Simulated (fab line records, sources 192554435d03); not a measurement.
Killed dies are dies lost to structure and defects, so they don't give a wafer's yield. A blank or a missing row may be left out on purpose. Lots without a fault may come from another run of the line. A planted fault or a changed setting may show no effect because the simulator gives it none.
fab line records | flow n5_finfet
record lots=24 wafers=72 last_day=18
route steps=1938 shown BEOL_M2@865 BEOL_M3@934
lots that met no fault: from a run of the same line without faults
start_h: hours from the record's first day to the start of the lot's first wafer shown | wait_h: hours since the lot's step before | " the same as in the row above | L1.1+2: a row that stands for several wafers | - no value, or no start given | * or withheld: withheld | < > ~ a bound
route shown NAME@n: a module of which the file shows steps, and the number in the route of the first | usual: mean/standard deviation of fault-free wafers | same: alike in all rows | chamber/n: place in a boat | sites: the reading at each site | _std_site: their standard deviation | _edge_site: outer sites' mean less inner sites' | radius_mm: how far each site lies from the wafer's centre | mask NAME#n: copy n | behind: the tool/chamber that last shaped the wafer | hold: why the lot was held/for how many hours/how that ended | device: the transistor (n, p or np) that didn't switch | end of line: the same wafers' tests at the end of the route | a step without rows: its recipe alone | killed: dies lost to structure and defects at the first sort, not the wafer's yield | map: a wafer's dies, x killed, . not, _ none there
set.NAME: the setting as run; set.NAME@STEP: as run at that earlier step | model.NAME: the simulator's own value behind a step, which no gauge read
steps of the route over a sample of lots; a table a step, a row a wafer
services: from which hour (start_h, from the record's first day; less than 0 if before it) a tool's chamber was out of use, for how many hours, and why
## steps
# step N5_BEOL_M2_STRIP_19
# recipe chemistry=O2 power_w=400 temp_c=40 pressure_mtorr=30 rf_frequency_hz=6e+07 bias_power_w=0 overash_fraction=0.2 o2_flow_sccm=225
# usual drypump_motor_current_A=5.9/0.47 oes_product_au=0.79/0.073 rf_vpp_V=3.6/0.49 showerhead_plenum_p_Torr=2.15/0.065 throttle_valve_pct=16.6/0.3
# same bias_power_w=0
# columns lot.wafer tool chamber start_h wait_h drypump_motor_current_A oes_product_au rf_hours_counter_h rf_vpp_V showerhead_plenum_p_Torr throttle_valve_pct
L074.2 rie_diel-06 1 146.33 0.1 6.5 0.87 36 2.6 2.21 16.4
L074.4 " 2 " " 5.9 0.67 250 2.9 2.05 16.7
L074.5 " 1 " " 6.5 0.86 - 3.5 2.21 16.4
L075.1 rie_diel-04 0 148.55 0.1 5.0 0.87 41 3.3 2.08 17.0
L075.4 " 2 " " 6.3 0.83 77 2.9 2.23 16.8
L075.6 " 1 " " 5.8 0.70 - 3.5 2.14 16.4
L076.2 rie_diel-04 3 151.53 0.1 6.3 0.85 66 3.8 2.14 16.4
L076.5 " 2 " " 6.3 0.83 - 3.4 2.23 16.7
L076.6 " 1 " " 5.8 0.70 - 4.2 2.14 16.5
L077.1 rie_diel-05 2 155.15 0.1 5.4 0.85 67 3.5 2.03 16.3
L077.4 " 3 " " 5.8 0.71 210 3.7 2.16 16.4
L077.6 " 0 " " 6.2 0.91 - 3.3 2.24 16.3
L078.1 rie_diel-04 2 156.20 0.3 6.3 0.84 79 3.8 2.23 16.8
L078.3 " 1 " " 5.8 0.71 221 3.2 2.14 16.5
L078.6 " 1 " " 5.8 0.70 - 3.8 2.14 16.5
L079.1 rie_diel-06 3 172.21 0.1 5.0 0.76 172 3.2 2.16 16.5
L079.2 " 0 " " 6.4 0.72 199 3.2 2.18 17.0
L079.3 " 1 " " 6.5 0.87 46 4.7 2.21 16.4
L080.3 rie_diel-04 3 181.60 0.1 6.3 0.83 76 3.1 2.14 16.5
L080.4 " 1 " " 5.8 0.69 229 3.8 2.14 16.5
L080.5 " 2 " " 6.3 0.81 - 4.1 2.23 16.8
L081.1 rie_diel-05 3 187.02 0.1 5.8 0.70 221 3.2 2.16 16.4
L081.5 " 3 " " 5.8 0.71 - 3.7 2.16 16.4
L081.6 " 0 " " 6.2 0.87 - 3.1 2.23 16.3
L082.1 rie_diel-05 0 191.29 0.1 6.2 0.88 36 3.3 2.23 16.3
L082.5 " 3 " " 5.8 0.70 - 3.3 2.16 16.4
L082.6 " 0 " " 6.2 0.86 - 2.8 2.23 16.4
L083.2 rie_diel-04 3 195.49 0.1 6.3 0.81 82 3.8 2.14 16.5
L083.3 " 0 " " 5.0 0.84 56 3.5 2.08 17.0
L083.4 " 2 " " 6.3 0.80 93 3.2 2.23 16.8
L085.1 rie_diel-04 3 195.95 0.3 6.2 0.82 82 3.5 2.14 16.5
L085.3 " 0 " " 5.0 0.86 57 3.0 2.08 17.0
L085.4 " 1 " " 5.8 0.68 235 3.7 2.14 16.5
L084.1 rie_diel-05 1 201.89 0.1 5.8 0.75 156 2.9 2.21 17.2
L084.2 " 0 " " 6.2 0.87 40 3.9 2.23 16.4
L084.3 " 2 " " 5.4 0.82 83 3.6 2.02 16.3
L086.1 rie_diel-04 3 207.42 0.3 6.3 0.82 88 3.2 2.14 16.5
L086.3 " 1 " " 5.8 0.69 241 4.1 2.13 16.5
L086.5 " 2 " " 6.2 0.81 - 3.3 2.22 16.8
L088.1 rie_diel-06 3 217.06 0.1 5.0 0.74 186 2.6 2.15 16.5
L088.2 " 0 " " 6.4 0.71 213 4.0 2.17 17.0
L088.5 " 3 " " 5.0 0.74 - 3.5 2.15 16.5
L087.3 rie_diel-04 1 229.31 0.1 5.8 0.68 248 4.7 2.13 16.5
L087.4 " 0 " " 5.0 0.85 64 3.9 2.07 17.1
L087.5 " 2 " " 6.3 0.80 - 3.5 2.22 16.8
L089.1 rie_diel-04 0 231.16 0.2 5.0 0.85 65 3.6 2.07 17.1
L089.4 " 2 " " 6.3 0.80 107 3.0 2.22 16.8
L089.6 " 0 " " 5.0 0.85 - 3.9 2.07 17.0
L090.1 rie_diel-05 1 242.33 0.1 5.8 0.74 171 4.2 2.20 17.3
L090.2 " 0 " " 6.2 0.85 55 4.3 2.22 16.4
L090.3 " 2 " " 5.4 0.81 97 3.5 2.02 16.3
L091.1 rie_diel-06 3 244.81 0.1 5.0 0.74 195 3.9 2.15 16.6
L091.3 " 1 " " 6.5 0.82 69 3.3 2.20 16.5
L091.6 " 0 " " 6.4 0.70 - 3.3 2.17 17.0
L092.1 rie_diel-05 2 254.12 0.1 5.4 0.82 101 4.3 2.01 16.3
L092.4 " 1 " " 5.8 0.74 - 3.5 2.20 17.3
L092.6 " 2 " " 5.4 0.81 - 3.8 2.01 16.3
L094.1 rie_diel-06 0 263.87 0.1 6.3 0.70 230 3.6 2.17 17.0
L094.2 " 3 " " 5.0 0.73 202 3.5 2.15 16.6
L094.5 " 2 " " 5.9 0.91 - 3.7 2.04 16.3
L093.3 rie_diel-04 1 264.21 0.2 5.8 0.99 3 3.6 2.13 16.1
L093.4 " 3 " " 6.3 0.80 109 4.4 2.13 16.5
L093.5 " 1 " " 5.8 0.99 - 2.9 2.13 16.1
L096.1 rie_diel-05 2 267.14 0.1 5.4 0.79 107 3.8 2.01 16.3
L096.2 " 1 " " 5.8 0.72 181 2.9 2.20 17.3
L096.6 " 3 " " 5.8 0.70 - 3.7 2.15 16.4
L095.1 rie_diel-05 0 267.18 0.1 6.2 0.84 65 3.7 2.22 16.4
L095.2 " 2 " " 5.4 0.80 107 2.9 2.01 16.3
L095.5 " 0 " " 6.2 0.84 - 3.2 2.22 16.4
L097.1 rie_diel-06 1 274.70 0.1 6.5 0.82 83 4.5 2.19 16.5
L097.3 " 3 " " 5.0 0.74 208 3.4 2.15 16.6
L097.5 " 1 " " 6.5 0.81 - 3.7 2.19 16.5
# step N5_BEOL_M2_CD_MEAS_18
# recipe pitch_nm=36 target_cd_nm=18
# usual cd_nm=17.9/0.4
# columns lot.wafer tool chamber start_h wait_h cd_nm
L074.2 cd_sem-02 - 146.40 0.1 18.1
L074.4 " - " " 17.9
L074.5 " - " " 17.6
L075.1 cd_sem-03 - 148.62 0.0 18.9
L075.4 " - " " 18.1
L075.6 " - " " 17.7
L076.2 cd_sem-01 - 151.60 0.1 17.3
L076.5 " - " " 17.5
L076.6 " - " " 17.4
L077.1 cd_sem-01 - 155.22 0.0 18.0
L077.4 " - " " 18.2
L077.6 " - " " 17.8
L078.1 cd_sem-02 - 156.27 0.0 17.4
L078.3 " - " " 17.9
L078.6 " - " " 17.6
L079.1 cd_sem-01 - 172.28 0.0 17.9
L079.2 " - " " 17.6
L079.3 " - " " 17.3
L080.3 cd_sem-02 - 181.68 0.1 17.7
L080.4 " - " " 17.8
L080.5 " - " " 17.7
L081.1 cd_sem-02 - 187.09 0.0 18.3
L081.5 " - " " 18.5
L081.6 " - " " 18.2
L082.1 cd_sem-01 - 191.36 0.0 18.0
L082.5 " - " " 17.8
L082.6 " - " " 18.6
L083.2 cd_sem-02 - 195.56 0.1 18.0
L083.3 " - " " 18.3
L083.4 " - " " 18.0
L085.1 cd_sem-02 - 196.02 0.0 18.0
L085.3 " - " " 17.6
L085.4 " - " " 18.0
L084.1 cd_sem-02 - 201.96 0.0 18.0
L084.2 " - " " 18.0
L084.3 " - " " 17.5
L086.1 cd_sem-01 - 207.49 0.1 18.3
L086.3 " - " " 18.0
L086.5 " - " " 16.9
L088.1 cd_sem-02 - 217.13 0.0 18.0
L088.2 " - " " 18.4
L088.5 " - " " 17.9
L087.3 cd_sem-03 - 229.39 0.1 17.6
L087.4 " - " " 17.4
L087.5 " - " " 17.3
L089.1 cd_sem-01 - 231.23 0.0 17.9
L089.4 " - " " 17.8
L089.6 " - " " 18.1
L090.1 cd_sem-01 - 242.40 0.0 18.1
L090.2 " - " " 18.4
L090.3 " - " " 18.3
L091.1 cd_sem-01 - 244.88 0.0 18.2
L091.3 " - " " 17.7
L091.6 " - " " 18.0
L092.1 cd_sem-03 - 254.19 0.0 17.9
L092.4 " - " " 18.1
L092.6 " - " " 17.1
L094.1 cd_sem-02 - 263.94 0.0 17.4
L094.2 " - " " 17.8
L094.5 " - " " 18.0
L093.3 cd_sem-03 - 264.29 0.1 18.0
L093.4 " - " " 18.3
L093.5 " - " " 18.1
L096.1 cd_sem-03 - 267.21 0.0 18.4
L096.2 " - " " 18.3
L096.6 " - " " 18.5
L095.1 cd_sem-01 - 267.25 0.0 18.2
L095.2 " - " " 17.3
L095.5 " - " " 18.1
L097.1 cd_sem-01 - 274.77 0.0 18.3
L097.3 " - " " 18.5
L097.5 " - " " 18.3
# step N5_BEOL_M2_VIA_ETCH_34
# recipe chemistry=C4F6/O2 target_depth_a=694 mask_material=SOC pressure_mtorr=15 ion_energy_ev=250 taper_deg=4 time_s=65.9 source_w=350 bias_w=170 Ar_flow_sccm=300 C4F6_flow_sccm=10 O2_flow_sccm=10
# usual O2_flow_sccm=10.001/0.028 drypump_motor_current_A=5.9/0.46 oes_f_703_au=0.80/0.074 oes_o_777_au=0.81/0.075 oes_product_au=0.80/0.071 rf_vpp_V=668/10 showerhead_plenum_p_Torr=2.90/0.086 throttle_valve_pct=30.7/0.48
# same time_s=65.9
# columns lot.wafer tool chamber start_h wait_h O2_flow_sccm drypump_motor_current_A oes_f_703_au oes_o_777_au oes_product_au rf_hours_counter_h rf_vpp_V showerhead_plenum_p_Torr throttle_valve_pct
L074.2 rie_diel-05 1 150.36 0.0 9.962 5.8 0.76 0.77 0.76 138 670 2.98 31.5
L074.4 " 0 " " 10.021 6.2 0.91 0.91 0.90 22 661 3.00 30.2
L074.5 " 0 " " 9.965 6.2 0.91 0.91 0.90 - 660 3.00 30.2
L075.1 rie_diel-06 0 150.38 0.0 10.011 6.3 0.71 0.71 0.74 191 704 2.95 31.1
L075.4 " 3 " " 10.009 5.0 0.74 0.74 0.75 - 673 2.94 30.7
L075.6 " 1 " " 10.026 6.5 0.88 0.88 0.88 - 654 3.01 30.7
L076.2 rie_diel-05 1 164.26 0.0 9.957 5.8 0.76 0.77 0.76 144 670 2.98 31.5
L076.5 " 1 " " 10.034 5.8 0.75 0.76 0.75 - 670 2.98 31.5
L076.6 " 0 " " 9.975 6.2 0.90 0.91 0.89 - 660 3.00 30.2
L077.1 rie_diel-04 0 164.53 0.0 9.971 5.0 0.91 0.94 0.87 46 664 2.78 31.3
L077.4 " 1 " " 9.996 5.8 0.67 0.68 0.68 224 660 2.93 30.5
L077.6 " 1 " " 10.018 5.8 0.68 0.68 0.68 - 661 2.93 30.5
L078.1 rie_diel-05 1 164.63 0.0 10.027 5.9 0.75 0.76 0.76 144 671 2.98 31.5
L078.3 " 2 " " 10.061 5.4 0.83 0.82 0.85 71 677 2.76 30.3
L078.6 " 0 " " 9.994 6.2 0.91 0.91 0.89 - 660 3.00 30.2
L079.1 rie_diel-06 0 176.13 0.0 10.026 6.3 0.69 0.70 0.73 201 703 2.95 31.1
L079.2 " 2 " " 9.994 5.9 0.98 0.95 0.99 0 664 2.81 30.6
L079.3 " 3 " " 10.046 5.0 0.74 0.74 0.76 173 672 2.93 30.7
L080.3 rie_diel-06 0 185.14 0.0 10.008 6.3 0.70 0.70 0.72 204 704 2.95 31.2
L080.4 " 1 " " 9.964 6.5 0.85 0.86 0.86 51 654 3.00 30.7
L080.5 " 2 " " 10.021 5.9 0.94 0.92 0.96 - 666 2.81 30.5
L081.1 rie_diel-05 3 190.73 0.0 10.033 5.8 0.73 0.73 0.70 223 666 2.91 29.9
L081.5 " 0 " " 9.988 6.2 0.90 0.88 0.87 - 660 2.99 30.2
L081.6 " 1 " " 10.021 5.8 0.75 0.76 0.75 - 672 2.97 31.5
L082.1 rie_diel-05 2 197.35 0.0 10.000 5.5 0.82 0.81 0.84 81 677 2.76 30.4
L082.5 " 2 " " 9.961 5.4 0.82 0.82 0.83 - 676 2.76 30.3
L082.6 " 1 " " 10.015 5.8 0.75 0.76 0.75 - 671 2.97 31.6
L083.2 rie_diel-04 2 200.55 0.0 9.973 6.3 0.82 0.83 0.80 96 663 2.99 30.6
L083.3 " 1 " " 10.014 5.8 0.67 0.67 0.67 237 661 2.92 30.5
L083.4 " 3 " " 9.999 6.3 0.84 0.84 0.83 - 669 2.86 30.3
L085.1 rie_diel-05 0 205.63 0.0 10.016 6.2 0.88 0.89 0.85 41 660 2.99 30.2
L085.3 " 2 " " 9.989 5.5 0.82 0.81 0.83 84 676 2.76 30.4
L085.4 " 1 " " 10.055 5.8 0.74 0.76 0.75 157 672 2.97 31.5
L084.1 rie_diel-04 2 210.88 0.0 9.997 6.3 0.81 0.83 0.80 101 666 2.99 30.6
L084.2 " 0 " " 9.955 4.9 0.90 0.93 0.85 59 663 2.78 31.3
L084.3 " 1 " " 10.078 5.8 0.66 0.67 0.67 242 660 2.92 30.5
L088.1 rie_diel-04 2 220.20 0.0 10.047 6.3 0.81 0.83 0.79 103 665 2.99 30.6
L088.2 " 1 " " 9.962 5.8 0.67 0.66 0.66 245 660 2.92 30.5
L088.5 " 3 " " 9.967 6.3 0.82 0.83 0.81 - 668 2.86 30.3
L086.1 rie_diel-06 0 220.33 0.0 9.998 6.3 0.69 0.69 0.71 214 703 2.94 31.2
L086.3 " 3 " " 10.012 5.0 0.73 0.73 0.74 187 671 2.93 30.7
L086.5 " 2 " " 9.928 5.9 0.90 0.90 0.93 - 663 2.80 30.6
L087.3 rie_diel-05 3 233.16 0.0 10.025 5.8 0.72 0.72 0.69 236 664 2.90 29.9
L087.4 " 1 " " 10.009 5.9 0.73 0.75 0.74 167 670 2.97 31.5
L087.5 " 1 " " 9.990 5.8 0.73 0.75 0.74 - 670 2.97 31.5
L089.1 rie_diel-05 0 237.76 0.0 10.001 6.2 0.86 0.87 0.84 52 660 2.98 30.2
L089.4 " 2 " " 9.972 5.4 0.81 0.80 0.81 94 677 2.75 30.4
L089.6 " 2 " " 9.971 5.4 0.81 0.80 0.81 - 678 2.75 30.4
L090.1 rie_diel-04 0 243.78 0.0 10.028 5.0 0.88 0.90 0.84 70 663 2.77 31.3
L090.2 " 3 " " 10.003 6.3 0.82 0.81 0.81 101 668 2.85 30.3
L090.3 " 2 " " 10.057 6.3 0.80 0.81 0.79 112 664 2.98 30.6
L091.1 rie_diel-04 3 249.02 0.0 10.025 6.3 0.82 0.82 0.81 102 669 2.85 30.3
L091.3 " 2 " " 10.000 6.2 0.80 0.81 0.79 114 664 2.98 30.6
L091.6 " 3 " " 9.976 6.3 0.81 0.82 0.80 - 668 2.85 30.3
L092.1 rie_diel-04 0 262.93 0.0 9.997 5.0 0.87 0.90 0.82 77 663 2.77 31.3
L092.4 " 2 " " 9.973 6.2 0.79 0.82 0.78 120 664 2.98 30.6
L092.6 " 3 " " 9.999 6.3 0.81 0.81 0.80 - 669 2.85 30.3
L094.1 rie_diel-06 3 265.60 0.0 10.029 5.0 0.72 0.72 0.73 203 671 2.92 30.7
L094.2 " 2 " " 10.010 5.9 0.88 0.85 0.89 29 664 2.79 30.6
L094.5 " 1 " " 10.046 6.5 0.82 0.82 0.82 - 656 2.99 30.8
L093.3 rie_diel-04 0 265.63 0.0 10.006 5.0 0.87 0.90 0.82 78 664 2.77 31.3
L093.4 " 2 " " 10.054 6.3 0.80 0.81 0.77 121 664 2.98 30.6
L093.5 " 3 " " 10.045 6.3 0.80 0.81 0.79 - 669 2.85 30.3
L096.1 rie_diel-05 1 268.99 0.0 10.011 5.8 0.73 0.74 0.72 182 670 2.96 31.6
L096.2 " 3 " " 9.999 5.9 0.72 0.72 0.70 240 665 2.90 30.0
L096.6 " 2 " " 9.982 5.4 0.79 0.79 0.80 - 677 2.75 30.4
L095.1 rie_diel-06 1 269.18 0.0 9.960 6.5 0.82 0.82 0.83 79 654 2.99 30.7
L095.2 " 2 " " 9.968 5.9 0.87 0.85 0.90 31 664 2.79 30.6
L095.5 " 3 " " 10.025 5.0 0.71 0.71 0.73 - 671 2.92 30.7
L097.1 rie_diel-05 3 281.64 0.0 9.986 5.8 0.71 0.71 0.69 245 665 2.90 30.0
L097.3 " 0 " " 9.978 6.2 0.84 0.84 0.82 71 658 2.98 30.2
L097.5 " 0 " " 10.007 6.2 0.84 0.84 0.82 - 661 2.98 30.2
# step N5_BEOL_M2_OCD_MEAS_38
# usual trench_depth_nm=55.7/1.2
# columns lot.wafer tool chamber start_h wait_h trench_depth_nm
L074.2 ocd-02 - 150.62 - 56.8
L074.4 " - " " 55.0
L074.5 " - " " 54.9
L075.1 ocd-01 - 150.64 - 55.5
L075.4 " - " " 55.7
L075.6 " - " " 57.8
L076.2 ocd-01 - 164.52 - 55.8
L076.5 " - " " 56.8
L076.6 " - " " 55.5
L077.1 ocd-02 - 164.78 - 55.8
L077.4 " - " " 55.3
L077.6 " - " " 54.0
L078.1 ocd-01 - 164.89 - 56.7
L078.3 " - " " 57.0
L078.6 " - " " 55.3
L079.1 ocd-01 - 176.38 - 55.2
L079.2 " - " " 55.0
L079.3 " - " " 56.1
L080.3 ocd-02 - 185.40 - 55.3
L080.4 " - " " 57.8
L080.5 " - " " 55.3
L081.1 ocd-02 - 190.98 - 54.4
L081.5 " - " " 55.1
L081.6 " - " " 56.7
L082.1 ocd-01 - 197.61 - 55.9
L082.5 " - " " 57.1
L082.6 " - " " 56.0
L083.2 ocd-02 - 200.80 - 56.7
L083.3 " - " " 53.5
L083.4 " - " " 55.7
L085.1 ocd-02 - 205.88 - 54.1
L085.3 " - " " 56.3
L085.4 " - " " 56.2
L084.1 ocd-02 - 211.13 - 56.2
L084.2 " - " " 56.1
L084.3 " - " " 52.8
L088.1 ocd-02 - 220.45 - 56.0
L088.2 " - " " 53.5
L088.5 " - " " 56.6
L086.1 ocd-02 - 220.60 - 54.3
L086.3 " - " " 55.5
L086.5 " - " " 56.2
L087.3 ocd-01 - 233.42 - 55.3
L087.4 " - " " 57.3
L087.5 " - " " 56.8
L089.1 ocd-02 - 238.01 - 54.7
L089.4 " - " " 57.1
L089.6 " - " " 56.6
L090.1 ocd-02 - 244.03 - 55.0
L090.2 " - " " 55.9
L090.3 " - " " 55.6
L091.1 ocd-01 - 249.29 - 56.7
L091.3 " - " " 55.8
L091.6 " - " " 55.8
L092.1 ocd-01 - 263.18 - 55.7
L092.4 " - " " 56.7
L092.6 " - " " 56.3
L094.1 ocd-02 - 265.86 - 56.5
L094.2 " - " " 55.5
L094.5 " - " " 57.6
L093.3 ocd-02 - 265.89 - 54.5
L093.4 " - " " 55.6
L093.5 " - " " 55.3
L096.1 ocd-01 - 269.24 - 55.5
L096.2 " - " " 54.9
L096.6 " - " " 55.5
L095.1 ocd-01 - 269.44 - 57.4
L095.2 " - " " 55.3
L095.5 " - " " 55.6
L097.1 ocd-02 - 281.89 - 54.0
L097.3 " - " " 54.5
L097.5 " - " " 53.8
# step N5_BEOL_M2_CD_MEAS_35
# recipe target_cd_nm=18 target_cd_y_nm=22.2 polarity=opening
# usual cd_nm=17.8/0.38
# columns lot.wafer tool chamber start_h wait_h cd_nm
L074.2 cd_sem-03 - 150.77 0.0 17.5
L074.4 " - " " 17.7
L074.5 " - " " 17.5
L075.1 cd_sem-02 - 150.79 0.0 18.6
L075.4 " - " " 17.5
L075.6 " - " " 17.7
L076.2 cd_sem-02 - 164.67 0.0 17.4
L076.5 " - " " 17.6
L076.6 " - " " 17.4
L077.1 cd_sem-03 - 164.94 0.0 17.2
L077.4 " - " " 18.3
L077.6 " - " " 17.9
L078.1 cd_sem-03 - 165.04 0.0 17.1
L078.3 " - " " 18.0
L078.6 " - " " 17.3
L079.1 cd_sem-02 - 176.53 0.0 18.0
L079.2 " - " " 17.5
L079.3 " - " " 17.2
L080.3 cd_sem-02 - 185.56 0.0 17.5
L080.4 " - " " 18.1
L080.5 " - " " 17.4
L081.1 cd_sem-01 - 191.13 0.0 18.0
L081.5 " - " " 18.9
L081.6 " - " " 18.0
L082.1 cd_sem-01 - 197.76 0.0 17.9
L082.5 " - " " 17.4
L082.6 " - " " 17.3
L083.2 cd_sem-03 - 200.96 0.0 18.5
L083.3 " - " " 18.6
L083.4 " - " " 18.3
L085.1 cd_sem-01 - 206.03 0.0 18.2
L085.3 " - " " 17.9
L085.4 " - " " 17.7
L084.1 cd_sem-02 - 211.28 0.0 17.6
L084.2 " - " " 18.2
L084.3 " - " " 18.3
L088.1 cd_sem-01 - 220.61 0.0 17.6
L088.2 " - " " 18.7
L088.5 " - " " 17.8
L086.1 cd_sem-01 - 220.75 0.0 18.2
L086.3 " - " " 18.0
L086.5 " - " " 17.4
L087.3 cd_sem-03 - 233.59 0.0 18.0
L087.4 " - " " 17.7
L087.5 " - " " 17.1
L089.1 cd_sem-03 - 238.16 0.0 17.6
L089.4 " - " " 18.0
L089.6 " - " " 18.1
L090.1 cd_sem-02 - 244.18 0.0 18.0
L090.2 " - " " 18.1
L090.3 " - " " 18.0
L091.1 cd_sem-01 - 249.44 0.0 17.6
L091.3 " - " " 18.2
L091.6 " - " " 17.7
L092.1 cd_sem-03 - 263.34 0.0 17.8
L092.4 " - " " 17.8
L092.6 " - " " 17.2
L094.1 cd_sem-02 - 266.01 0.0 18.1
L094.2 " - " " 17.6
L094.5 " - " " 17.8
L093.3 cd_sem-03 - 266.05 0.0 18.0
L093.4 " - " " 18.0
L093.5 " - " " 18.0
L096.1 cd_sem-03 - 269.40 0.0 18.0
L096.2 " - " " 18.4
L096.6 " - " " 18.0
L095.1 cd_sem-02 - 269.59 0.0 17.9
L095.2 " - " " 17.8
L095.5 " - " " 17.8
L097.1 cd_sem-02 - 282.05 0.0 18.3
L097.3 " - " " 18.1
L097.5 " - " " 18.1
# step N5_BEOL_M3_HM_DEP_02
# recipe material=TiN target_thk_a=200 temp_c=25 chamber_pressure_pa=0.49996
# usual throttle_valve_pct=29.7/0.99
# columns lot.wafer tool chamber start_h wait_h throttle_valve_pct
L074.2 pvd_sputter-01 - 155.36 0.6 30.8
L074.4 " - " " 31.0
L074.5 " - " " 31.1
L075.1 pvd_sputter-02 - 164.61 0.9 30.4
L075.4 " - " " 29.9
L075.6 " - " " 28.5
L076.2 pvd_sputter-01 - 169.63 1.1 27.9
L076.5 " - " " 30.9
L076.6 " - " " 29.1
L077.1 pvd_sputter-03 - 169.65 0.8 30.0
L077.4 " - " " 30.7
L077.6 " - " " 29.7
L078.1 pvd_sputter-03 - 170.47 0.0 29.6
L078.3 " - " " 30.9
L078.6 " - " " 29.8
L079.1 pvd_sputter-02 - 182.62 0.2 30.2
L079.2 " - " " 28.8
L079.3 " - " " 28.9
L080.3 pvd_sputter-02 - 192.68 1.3 28.7
L080.4 " - " " 29.6
L080.5 " - " " 30.6
L081.1 pvd_sputter-03 - 197.22 1.3 29.8
L081.5 " - " " 29.6
L081.6 " - " " 28.7
L082.1 pvd_sputter-01 - 205.77 2.0 27.8
L082.5 " - " " 27.8
L082.6 " - " " 29.3
L083.2 pvd_sputter-02 - 209.09 2.0 30.3
L083.3 " - " " 29.1
L083.4 " - " " 29.9
L085.1 pvd_sputter-02 - 210.21 0.4 30.2
L085.3 " - " " 29.6
L085.4 " - " " 28.5
L084.1 pvd_sputter-01 - 219.98 2.4 31.4
L084.2 " - " " 27.7
L084.3 " - " " 29.5
L088.1 pvd_sputter-03 - 225.16 0.6 29.7
L088.2 " - " " 28.8
L088.5 " - " " 29.9
L086.1 pvd_sputter-02 - 225.32 0.5 30.3
L086.3 " - " " 28.7
L086.5 " - " " 29.6
L087.3 pvd_sputter-03 - 241.33 1.8 29.9
L087.4 " - " " 30.8
L087.5 " - " " 29.8
L089.1 pvd_sputter-01 - 241.96 0.0 31.3
L089.4 " - " " 31.0
L089.6 " - " " 31.3
L090.1 pvd_sputter-01 - 249.38 1.2 27.7
L090.2 " - " " 31.4
L090.3 " - " " 29.4
L091.1 pvd_sputter-02 - 255.66 2.0 28.6
L091.3 " - " " 30.3
L091.6 " - " " 30.2
L092.1 pvd_sputter-03 - 269.16 1.6 29.7
L092.4 " - " " 30.0
L092.6 " - " " 30.9
L094.1 pvd_sputter-02 - 270.62 0.5 29.7
L094.2 " - " " 29.1
L094.5 " - " " 30.5
L093.3 pvd_sputter-01 - 272.48 1.9 30.8
L093.4 " - " " 31.1
L093.5 " - " " 27.7
L095.1 pvd_sputter-03 - 274.50 0.6 29.9
L095.2 " - " " 29.8
L095.5 " - " " 31.0
L096.1 pvd_sputter-03 - 277.40 2.0 28.7
L096.2 " - " " 30.5
L096.6 " - " " 29.9
L097.1 pvd_sputter-02 - 288.09 1.9 28.5
L097.3 " - " " 29.1
L097.5 " - " " 28.7
## services
# columns tool chamber start_h hours kind
rie_diel-05 2 133.03 8.9 repair
pvd_sputter-02 - 134.32 7.9 repair
rie_diel-04 - 137.93 0.3 repair
rie_diel-06 2 146.63 - clean
rie_diel-06 2 146.63 18.4 scheduled_down
rie_diel-06 2 146.63 18.4 vent_cycle
pvd_sputter-02 - 157.03 4.8 repair
rie_diel-06 - 176.36 0.6 repair
pvd_sputter-03 - 216.20 4.0 repair
rie_diel-04 1 235.11 - clean
rie_diel-04 1 235.11 - consumable_replace:focus_ring
rie_diel-04 1 235.11 19.4 scheduled_down
rie_diel-04 1 235.11 19.4 vent_cycle
rie_diel-06 0 268.22 15.3 repair
## key
fault none
